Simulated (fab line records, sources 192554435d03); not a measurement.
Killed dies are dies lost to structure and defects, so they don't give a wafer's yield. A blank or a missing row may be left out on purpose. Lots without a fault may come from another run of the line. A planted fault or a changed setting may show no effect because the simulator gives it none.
fab line records | flow n5_finfet
record lots=5 wafers=14 last_day=18
route steps=1938 shown HKMG_FIN@409 BEOL_M4@1111
lots that met no fault: from a run of the same line without faults
start_h: hours from the record's first day to the start of the lot's first wafer shown | wait_h: hours since the lot's step before | " the same as in the row above | L1.1+2: a row that stands for several wafers | - no value, or no start given | * or withheld: withheld | < > ~ a bound
route shown NAME@n: a module of which the file shows steps, and the number in the route of the first | usual: mean/standard deviation of fault-free wafers | same: alike in all rows | chamber/n: place in a boat | sites: the reading at each site | _std_site: their standard deviation | _edge_site: outer sites' mean less inner sites' | radius_mm: how far each site lies from the wafer's centre | mask NAME#n: copy n | behind: the tool/chamber that last shaped the wafer | hold: why the lot was held/for how many hours/how that ended | device: the transistor (n, p or np) that didn't switch | end of line: the same wafers' tests at the end of the route | a step without rows: its recipe alone | killed: dies lost to structure and defects at the first sort, not the wafer's yield | map: a wafer's dies, x killed, . not, _ none there
set.NAME: the setting as run; set.NAME@STEP: as run at that earlier step | model.NAME: the simulator's own value behind a step, which no gauge read
lots at some steps of the route; a table a step, a row a wafer
services: from which hour (start_h, from the record's first day; less than 0 if before it) a tool's chamber was out of use, for how many hours, and why
## steps
# step N5_HKMG_FIN_STRIP_60
# recipe chemistry=N2/H2 power_w=2500 temp_c=300 h2_frac=0.65 time_s=360 pressure_mtorr=withheld n2_flow_sccm=1750 h2_flow_sccm=3250
# step N5_HKMG_FIN_WET_ETCH_77
# recipe chemistry=dHCl mix=1:10000 temp_c=25 target=La2O3 stop_on=HfO2 target_depth_nm=2
# step N5_HKMG_FIN_WET_ETCH_78
# recipe chemistry=dNH4OH mix=1:50 temp_c=25 target=Al2O3 stop_on=La2O3 target_depth_nm=4.5 dry=ipa_marangoni rinse_time_s=30 rinse_temp_c=23
# step N5_HKMG_FIN_ALD_79
# recipe material=TiN target_thk_a=15 temp_c=400 ald_precursor_family=TiCl4 ald_co_reactant=NH3 pulse_time_s=1 purge_time_s=3 co_reactant_purge_time_s=2 co_reactant_pulse_time_s=2 ald_cycles=68 pressure_torr=3
# step N5_HKMG_FIN_CVD_62
# recipe material=a-Si target_thk_a=30 temp_c=500 precursor=Si2H6 pressure_torr=1 time_s=20.8
# step N5_HKMG_FIN_RTA_80
# recipe temp_c=withheld time_s=2 ambient=N2 idle_temp_c=600 ramp_up_c_per_s=150 ramp_down_c_per_s=60 cool_to_c=600
# step N5_HKMG_FIN_PRECLEAN_64
# recipe chemistry=dHF time_s=30 temp_c=25 dilution=withheld
# step N5_HKMG_FIN_WET_ETCH_65
# recipe chemistry=TMAH temp_c=70 conc_wt_pct=5 target=a-Si stop_on=TiN time_s=49 target_depth_nm=3
# step N5_HKMG_FIN_WET_ETCH_81
# recipe chemistry=SC1 target=TiN stop_on=HfO2 mix=1:1:5 temp_c=60 time_s=57 target_depth_nm=6
# step N5_HKMG_FIN_WET_ETCH_82
# recipe chemistry=dHCl mix=1:10000 temp_c=25 target=La2O3 stop_on=HfO2 target_depth_nm=2 dry=ipa_marangoni rinse_time_s=30 rinse_temp_c=23
# step N5_HKMG_FIN_ALD_36
# recipe material=TiN target_thk_a=10 temp_c=400 ald_precursor_family=TiCl4 ald_co_reactant=NH3 pulse_time_s=1 purge_time_s=3 co_reactant_purge_time_s=2 co_reactant_pulse_time_s=2 ald_cycles=47 pressure_torr=3
# step N5_HKMG_FIN_PWFM_ALD_03
# recipe material=TiN target_thk_a=20 temp_c=400 ald_precursor_family=TiCl4 ald_co_reactant=NH3 pulse_time_s=1 purge_time_s=3 co_reactant_purge_time_s=2 co_reactant_pulse_time_s=2 ald_cycles=91 pressure_torr=3
# usual ald_cycles=91/0 heater_power_w=816/83 precursor_pulse_height_rel=1.002/0.02
# same purge_time_s=3
# columns lot.wafer tool chamber start_h wait_h ald_cycles heater_power_w precursor_pulse_height_rel
L675.1 ald_metal-03 2 110.37 0.0 91 678 1.026
L675.4 " 1 " " 91 792 0.998
L675.5 " 1 " " 91 844 0.983
L683.2 ald_metal-03 2 156.18 0.0 91 674 0.989
L683.4 " 3 " " 104 853 1.029
L684.1 ald_metal-03 0 159.38 0.0 91 770 1.059
L684.2 " 2 " " 91 678 1.012
L684.4 " 3 " " 104 817 1.023
L685.4 ald_metal-03 0 164.11 0.0 104 788 0.970
L685.5 " 0 " " 104 771 1.028
L685.6 " 1 " " 91 806 1.006
L693.1 ald_metal-01 1 214.58 0.0 91 844 1.001
L693.2 " 2 " " 91 865 0.997
L693.4 " 0 " " 91 939 1.004
# step N5_HKMG_FIN_COAT_29
# recipe resist=SOC temp_c=250 time_s=60 spin_rpm=1500 resist_thk_nm=300
# step N5_HKMG_FIN_COAT_30
# recipe resist=SiARC temp_c=220 time_s=60 spin_rpm=1500 resist_thk_nm=35
# step N5_HKMG_FIN_COAT_06
# recipe resist=CAR-ArF spin_rpm=1500 resist_thk_nm=90
# step N5_HKMG_FIN_EBR_08
# recipe solvent=PGMEA ebr_width_mm=1.5
# step N5_HKMG_FIN_SOFTBAKE_07
# recipe temp_c=110 time_s=60 resist=CAR-ArF
# step N5_HKMG_FIN_EXPOSE_09
# recipe mask_id=NWFM na=1.35 source_shape=conventional sigma_outer=0.8 polarization=unpolarized dose_mj=39.25
# step N5_HKMG_FIN_PEB_10
# recipe peb_temp_c=withheld peb_time_s=60 resist=CAR-ArF
# step N5_HKMG_FIN_DEVELOP_11
# recipe develop_time_s=30 developer=TMAH resist=CAR-ArF dev_temp_c=23 rinse_liquid=diw dry=air_spin
# step N5_HKMG_FIN_DESCUM_17
# recipe chemistry=O2 time_s=7.9 source_power_w=50 bias_power_w=20 pressure_mtorr=20 rf_frequency_hz=2.712e+07 temp_c=40 resist=CAR-ArF o2_flow_sccm=225
# step N5_HKMG_FIN_ETCH_31
# recipe chemistry=CF4 target=SiARC target_depth_a=455 mask_material=CAR-ArF time_s=75.8 ion_energy_ev=80 pressure_mtorr=40 source_w=545 bias_w=36 Ar_flow_sccm=100 cf4_flow_sccm=100 ends=cleared
# step N5_HKMG_FIN_ETCH_32
# recipe chemistry=N2/H2 target=SOC target_depth_a=2400 temp_c=40 time_s=300 ion_energy_ev=200 mask_material=SiARC pressure_mtorr=30 source_w=840 bias_w=150 n2_flow_sccm=200 h2_flow_sccm=200
# step N5_HKMG_FIN_STRIP_33
# recipe chemistry=N2/H2 temp_c=40 n2_flow_sccm=200 h2_flow_sccm=200 rf_frequency_hz=6e+07
# step N5_HKMG_FIN_STRIP_34
# recipe chemistry=CF4 resist=SiARC power_w=300 bias_power_w=75 pressure_mtorr=50 cf4_flow_sccm=150 rf_frequency_hz=6e+07
# step N5_HKMG_FIN_ETCH_35
# recipe chemistry=N2/H2 target=SOC target_depth_a=2158 ion_energy_ev=65 bias_w=5 source_w=3000 time_s=243.4 pressure_mtorr=30 n2_flow_sccm=200 h2_flow_sccm=200
# step N5_HKMG_FIN_STRIP_92
# recipe chemistry=N2/H2 material=SOC time_s=20 power_w=500 temp_c=40 pressure_mtorr=50 rf_frequency_hz=6e+07 bias_power_w=8 h2_frac=0.5 n2_flow_sccm=300 h2_flow_sccm=300
# step N5_HKMG_FIN_WET_ETCH_18
# recipe chemistry=SC1 target=TiN mix=1:1:5 temp_c=* time_s=55 target_depth_nm=5.2 dry=ipa_marangoni rinse_time_s=30 rinse_temp_c=23
# step N5_HKMG_FIN_STRIP_19
# recipe chemistry=N2/H2 power_w=2500 temp_c=300 h2_frac=0.65 time_s=360 pressure_mtorr=withheld n2_flow_sccm=1750 h2_flow_sccm=3250
# step N5_HKMG_FIN_ALD_91
# recipe material=TiN target_thk_a=10 temp_c=400 ald_precursor_family=TiCl4 ald_co_reactant=NH3 pulse_time_s=1 purge_time_s=3 co_reactant_purge_time_s=2 co_reactant_pulse_time_s=2 ald_cycles=47 pressure_torr=3
# step N5_HKMG_FIN_COAT_85
# recipe resist=SOC temp_c=250 time_s=60 spin_rpm=1500 resist_thk_nm=300
# step N5_HKMG_FIN_ETCH_86
# recipe chemistry=N2/H2 target=SOC target_depth_a=3932 stop_on=TiN ion_energy_ev=100 bias_w=61 pressure_mtorr=30 source_w=850 n2_flow_sccm=200 h2_flow_sccm=200
# step N5_HKMG_FIN_STRIP_89
# recipe chemistry=N2/H2 material=SOC time_s=20 power_w=500 temp_c=40 pressure_mtorr=50 rf_frequency_hz=6e+07 bias_power_w=8 h2_frac=0.5 n2_flow_sccm=300 h2_flow_sccm=300
# step N5_HKMG_FIN_WET_ETCH_87
# recipe chemistry=SC1 target=TiN mix=1:2:40 temp_c=50 time_s=154.2 target_depth_nm=4.7 dry=ipa_marangoni rinse_time_s=30 rinse_temp_c=23
# step N5_HKMG_FIN_STRIP_88
# recipe chemistry=N2/H2 power_w=2500 temp_c=300 h2_frac=0.65 time_s=360 pressure_mtorr=withheld n2_flow_sccm=1750 h2_flow_sccm=3250
# step N5_HKMG_FIN_NWFM_ALD_20
# recipe material=TiAlC target_thk_a=20 temp_c=300 ald_precursor_family=TiCl4 ald_co_reactant=TEA pulse_time_s=3 purge_time_s=2 co_reactant_purge_time_s=2 co_reactant_pulse_time_s=10 ald_cycles=7 pressure_torr=3
# step N5_HKMG_FIN_ALD_71
# recipe material=TiN target_thk_a=10 temp_c=400 ald_precursor_family=TiCl4 ald_co_reactant=NH3 pulse_time_s=1 purge_time_s=3 co_reactant_purge_time_s=2 co_reactant_pulse_time_s=2 ald_cycles=47 pressure_torr=3
# step N5_HKMG_FIN_COAT_66
# recipe resist=SOC temp_c=250 time_s=60 spin_rpm=1500 resist_thk_nm=300
# step N5_BEOL_M4_RC_MEAS_101
# usual DIBL_N=36.4/1.7 DIBL_P=36.4/2.1 IOFF_N=0.16/0.035 IOFF_P=0.21/0.035 IOFF_P_LONG=0.000105/8.3e-06 ION_N=680/11 ION_P=465/6.8 SS_N=71.5/0.58 SS_P=73.2/0.72 VT_N=249/3.6 VT_P=-250/3.1 VT_P_LONG=-275/3.3 VT_P_LVT=-98.5/2.8
# columns lot.wafer tool chamber start_h wait_h DIBL_N[mV/V] DIBL_P[mV/V] IOFF_N[nA/um] IOFF_P[nA/um] IOFF_P_LONG[nA/um] ION_N[uA/um] ION_P[uA/um] SS_N[mV/dec] SS_P[mV/dec] VT_N[mV] VT_P[mV] VT_P_LONG[mV] VT_P_LVT[mV]
L675.1 prober-02 0 209.34 0.0 35.2 36.3 0.14 0.19 9.9e-05 671 461 71.4 72.7 249 -254 -277 -102.5
L675.4 " 0 " " 38.1 38.2 0.19 0.22 0.000102 691 470 71.7 73.9 251 -252 -277 -100.6
L675.5 " 0 " " 32.7 32.5 0.11 0.14 9.8e-05 664 453 70.7 71.8 255 -255 -277 -106.4
L683.2 prober-02 0 252.17 0.2 38.0 36.6 0.19 0.25 0.000117 695 473 72.4 73.9 243 -244 -270 -95.3
L683.4 " 0 " " 35.6 35.3 0.16 0.34 0.000153 687 489 71.0 73.0 247 -236 -259 -85.7
L684.1 prober-01 0 256.36 0.0 38.0 39.4 0.18 0.23 9.3e-05 689 468 71.3 74.0 247 -252 -282 -98.1
L684.2 " 0 " " 36.8 37.1 0.15 0.18 9.1e-05 663 451 71.1 73.1 253 -254 -281 -102.4
L684.4 " 0 " " 35.9 36.7 0.14 0.27 0.000116 674 480 70.7 73.3 251 -243 -268 -90.2
L685.4 prober-02 0 261.21 0.5 31.2 31.1 0.10 0.20 0.000144 661 474 70.3 71.5 254 -247 -263 -91.7
L685.5 " 0 " " 33.8 34.0 0.12 0.23 0.000138 668 470 70.9 72.2 253 -246 -265 -90.2
L685.6 " 0 " " 33.3 34.3 0.13 0.17 0.000114 671 464 70.7 72.3 251 -252 -276 -99.1
L693.1 prober-01 0 309.46 0.0 37.1 37.3 0.17 0.24 0.000105 685 471 71.3 73.8 249 -247 -274 -97.3
L693.2 " 0 " " 37.0 36.5 0.16 0.23 0.000103 674 461 71.4 73.7 250 -248 -274 -98.6
L693.4 " 0 " " 36.6 35.0 0.15 0.21 0.000102 668 462 71.9 73.1 251 -250 -274 -99.5
## services
# columns tool chamber start_h hours kind
ald_metal-03 - 131.28 14.6 pm
ald_metal-01 - 178.52 28.1 pm
## key
first_sign step=N5_HKMG_FIN_PWFM_ALD_03 reading=ald_cycles direction=up sigmas=99+ usual=* struck=*
effect step=N5_BEOL_M4_RC_MEAS_101 reading=IOFF_P_LONG direction=up sigmas=3.9 usual=0.000105 struck=0.000138
effect step=N5_BEOL_M4_RC_MEAS_101 reading=VT_P_LONG direction=up sigmas=3.6 usual=-275 struck=-264
effect step=N5_BEOL_M4_RC_MEAS_101 reading=VT_P_LVT direction=up sigmas=3.3 usual=-98.5 struck=-89.4
effect step=N5_BEOL_M4_RC_MEAS_101 reading=VT_P direction=up sigmas=2.4 usual=-250 struck=-243
effect step=N5_BEOL_M4_RC_MEAS_101 reading=ION_P direction=up sigmas=2.1 usual=465 struck=479
met_at N5_HKMG_FIN_PWFM_ALD_03
struck_wafers L683.4,L684.4,L685.4,L685.5
onset_between 110.37 156.18
fault kind=process_parameter_drift tool=ald_metal-03 chamber=- onset_h=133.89 steps=N5_HKMG_FIN_PWFM_ALD_03 channel=ald_cycles offset=* shape=step end_h=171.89 scope=struck_wafers_only acts_in=* stated=*
